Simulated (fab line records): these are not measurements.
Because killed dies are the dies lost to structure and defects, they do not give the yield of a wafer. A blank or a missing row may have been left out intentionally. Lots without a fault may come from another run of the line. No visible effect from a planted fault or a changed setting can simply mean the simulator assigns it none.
Which tool was responsible? + flow nandHarc + 6 lots with 18 wafers sampled at 4 steps, on a route of 1159 steps

## WHAT THE GAUGES SHOWED, per wafer
NHARC_A_CONTACT_CD_MEAS_08: the cd target is 100 nm.
| lot  | measured     | on       | cdNm (nm)                     |
|------|--------------|----------|-------------------------------|
| L959 | day 19 01:50 | cdSem-03 | 100.7 99.5 100.0              |
| L961 | day 19 10:31 | cdSem-02 | 82.0 81.5 82.4 82.8 82.1 82.7 |
| L965 | day 19 18:55 | cdSem-03 | 99.4 99.9 99.4                |
| L966 | day 21 04:58 | cdSem-02 | 99.7 99.2 100.1               |
| L967 | day 21 12:17 | cdSem-03 | 100.1 99.4 99.1               |
| L972 | day 22 14:20 | cdSem-03 | 99.8 99.7 99.2                |

## TOOL THAT RAN EACH LOT (tool first, then ch and the chambers of the sampled wafers, then the start)
| lot  | NHARC_A_CONTACT_ETCH_128           | NHARC_A_CONTACT_DEP_85          | NHARC_A_CONTACT_EXPOSE_05         |
|------|------------------------------------|---------------------------------|-----------------------------------|
| L959 | harCapEtch-03 ch 0,1, day 18 18:26 | pecvd-04 ch 1,2, day 19 01:07   | arfiScanner-03 ch 0, day 19 01:42 |
| L961 | harCapEtch-01 ch 0,1, day 19 01:43 | pecvd-04 ch 0,1, day 19 08:20   | arfiScanner-03 ch 0, day 19 10:23 |
| L965 | harCapEtch-02 ch 0,1, day 19 14:23 | pecvd-01 ch 0,1, day 19 18:20   | arfiScanner-01 ch 0, day 19 18:46 |
| L966 | harCapEtch-03 ch 0,1, day 20 22:05 | pecvd-04 ch 0,1,2, day 21 04:18 | arfiScanner-01 ch 0, day 21 04:50 |
| L967 | harCapEtch-03 ch 0,1, day 21 05:31 | pecvd-04 ch 0,1,2, day 21 11:38 | arfiScanner-01 ch 0, day 21 12:09 |
| L972 | harCapEtch-01 ch 0,1, day 22 09:54 | pecvd-01 ch 1,2, day 22 13:37   | arfiScanner-01 ch 0, day 22 14:12 |
- NHARC_A_CONTACT_ETCH_128: etches the open film in C4F8/O2/Ar, time 155 s, target depth 956 nm.
- NHARC_A_CONTACT_DEP_85: deposits SiON, target thk 50 nm.
- NHARC_A_CONTACT_EXPOSE_05: exposes mask A CC.

## THE ANSWER, worked out from the rows above alone
Rule: the lots themselves supply what counts as usual. The widest of any qualifying gaps counts: lots, ordered by their means at a reading, are off when they make up no more than a third of the lots, leave a main group of 4 or more, and stand apart from it by 3 or more times the standard deviation of that group's means. A main group is skipped when, at the precision printed for the reading in the tables above, its means are all equal. Also off: a lot with no number at a reading for which 4 or more lots have one. The other lots that the step has rows for count as sound.
Off: L961 (NHARC_A_CONTACT_CD_MEAS_08, cdNm). For the main group the mean is 99.7 nm and the standard deviation 0.2.
If a tool, at a process step before that reading, ran all the lots that are off and no sound lot after the first of them, it fits. Those tools and the gauges at NHARC_A_CONTACT_CD_MEAS_08 are tried in the same way. One fits: NHARC_A_CONTACT_EXPOSE_05 on arfiScanner-03. Its last sound lot is L959 (day 19 01:42), its first lot that is off L961 (day 19 10:23): a fault that began between those two fits.

## WHAT THE SIMULATOR PUT IN
Drift in process parameters on arfiScanner-03 at NHARC_A_CONTACT_EXPOSE_05, starting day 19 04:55. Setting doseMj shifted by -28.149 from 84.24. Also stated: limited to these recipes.
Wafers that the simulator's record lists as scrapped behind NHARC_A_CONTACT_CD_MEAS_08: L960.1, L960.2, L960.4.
Lots struck among those shown: L961. This agrees with what the rule above found.
